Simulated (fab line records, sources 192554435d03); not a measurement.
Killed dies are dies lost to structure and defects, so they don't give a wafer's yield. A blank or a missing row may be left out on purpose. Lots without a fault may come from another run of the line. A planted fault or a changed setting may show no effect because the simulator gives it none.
Split-lot experiment | flow n5_finfet | 7 lots, 21 wafers read, on a route of 1938 steps

THE SPLIT
At N5_BEOL_M7_COAT_71 (time 60 s, resist thk 5 nm), the setting spin_rpm was moved away from the recipe's 1500 rpm on 9 of the 21 wafers read, by -10.5% to +7.8%. The other wafers ran this setting at the recipe's value.

FROM THE SPLIT TO THE READING: what the file shows between them, 5 steps
- N5_BEOL_M7_EXPOSE_25: exposes mask V6, target cd 40 nm (also split here: dose_mj)
- N5_BEOL_M7_PEB_26: peb time 60 s
- N5_BEOL_M7_DEVELOP_27: develop time 30 s
- N5_BEOL_M7_DESCUM_33: chemistry O2, time 7 s
- N5_BEOL_M7_ETCH_72: etches underlayer in N2/H2, target depth 6.5 nm, time 5.2 s

THE READING
CAR-EUV_of_BEOL_M7_COAT_22.thk_nm (the simulator's own value, which no gauge read), in nm, at N5_BEOL_M7_ETCH_65 (etches SiARC in CF4, target depth 15.6 nm, time 26 s). The file gives no usual value for it. The 12 wafers here that ran the recipe average 11.2 nm, standard deviation 0.14 nm.

wafer  | tool, chamber at the split | spin_rpm as run, rpm | against the recipe | CAR-EUV_of_BEOL_M7_COAT_22.thk_nm, nm | against lot-mates on the recipe
L077.2 | litho_track-02, 0          | 1615                 | +7.7%              | 11.6                                  | +0.2
L077.3 | litho_track-02, 0          | 1500                 | recipe             | 11.4                                  | -
L077.4 | litho_track-02, 0          | 1615                 | +7.7%              | 11.6                                  | +0.2
L084.1 | litho_track-02, 0          | 1500                 | recipe             | 11                                    | -
L084.2 | litho_track-02, 0          | 1557                 | +3.8%              | 11.2                                  | +0.1
L084.4 | litho_track-02, 0          | 1500                 | recipe             | 11.2                                  | -
L086.2 | litho_track-05, 0          | 1500                 | recipe             | 11.2                                  | -
L086.4 | litho_track-05, 0          | 1500                 | recipe             | 11.4                                  | -
L086.6 | litho_track-05, 0          | 1565                 | +4.3%              | 11.4                                  | +0.1
L087.1 | litho_track-02, 0          | 1342                 | -10.5%             | 10.8                                  | -0.6
L087.2 | litho_track-02, 0          | 1500                 | recipe             | 11.4                                  | -
L087.6 | litho_track-02, 0          | 1342                 | -10.5%             | 10.8                                  | -0.6
L093.4 | litho_track-04, 0          | 1500                 | recipe             | 11.2                                  | -
L093.6 | litho_track-04, 0          | 1500                 | recipe             | 11.2                                  | -
L093.5 | litho_track-04, 0          | 1500                 | recipe             | 11.2                                  | -
L096.2 | litho_track-02, 0          | 1617                 | +7.8%              | 11.4                                  | +0.2
L096.4 | litho_track-02, 0          | 1617                 | +7.8%              | 11.4                                  | +0.2
L096.6 | litho_track-02, 0          | 1500                 | recipe             | 11.2                                  | -
L097.1 | litho_track-05, 0          | 1500                 | recipe             | 11                                    | -
L097.4 | litho_track-05, 0          | 1500                 | recipe             | 11                                    | -
L097.3 | litho_track-05, 0          | 1411                 | -5.9%              | 10.8                                  | -0.2

THE FIT
A straight line over all 21 wafers: CAR-EUV_of_BEOL_M7_COAT_22.thk_nm changes by +0.0398 nm for each +1% of spin_rpm; r = +0.85; the points scatter about the line by 0.13 nm.
The same after taking each lot's own level away (the mean of its wafers on the recipe; 21 wafers): +0.0403 nm for each +1%; r = +0.93; scatter 0.081 nm.
On that fit, the largest move of spin_rpm shifts the reading by 0.42 nm.
The lots' own levels span 11.00 to 11.40 nm, that is 2.8 times the standard deviation above.
So the lot-to-lot level changes the slope little: the two slopes agree.
Check: with one of the wafers moved furthest among these (-10.5%) left out of the fit, the line predicts -0.414 nm for it against its lot-mates. It came out at -0.6 nm against them.

OTHER SPLITS ON THESE WAFERS
These wafers also went through other splits before the reading. Each is held against what the fit with the lots' levels taken away leaves over:
other split on the same wafers     | wafers away from the commonest value | r with CAR-EUV_of_BEOL_M7_COAT_22.thk_nm (lot level and that fit taken away)
N5_BEOL_M2_COAT_67 spin_rpm        | 4                                    | -0.20
N5_BEOL_M4_DESCUM_16 time_s        | 7                                    | +0.27
N5_BEOL_M4_COAT_67 spin_rpm        | 3                                    | +0.42
N5_BEOL_M5_COAT_05 spin_rpm        | 8                                    | -0.40
N5_BEOL_M5_ETCH_68 bias_w          | 8                                    | -0.17
N5_BEOL_M6_TRENCH_ETCH_37 source_w | 3                                    | +0.51
N5_BEOL_M7_EXPOSE_25 dose_mj       | 7                                    | -0.24

THE WHOLE CHAIN: every reading that the file lists as answering this split, in the file's order
step               | what it does                                                | reading                                                                            | change (the file's fit)                | r (the file's)
N5_BEOL_M7_ETCH_72 | etches underlayer in N2/H2, target depth 6.5 nm, time 5.2 s | etch.depth_nm (the simulator's own value, which no gauge read)                     | -0.0259 nm for each +1% of the setting | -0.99
N5_BEOL_M7_ETCH_72 | etches underlayer in N2/H2, target depth 6.5 nm, time 5.2 s | CAR-EUV_of_BEOL_M7_COAT_22.thk_nm (the simulator's own value, which no gauge read) | +0.034 nm for each +1% of the setting  | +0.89
N5_BEOL_M7_ETCH_65 | etches SiARC in CF4, target depth 15.6 nm, time 26 s        | CAR-EUV_of_BEOL_M7_COAT_22.thk_nm (the simulator's own value, which no gauge read) | +0.0382 nm for each +1% of the setting | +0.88

THE FILE'S OWN FIT
CAR-EUV_of_BEOL_M7_COAT_22.thk_nm changes by +0.0382 nm for each +1% of spin_rpm, r = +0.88.
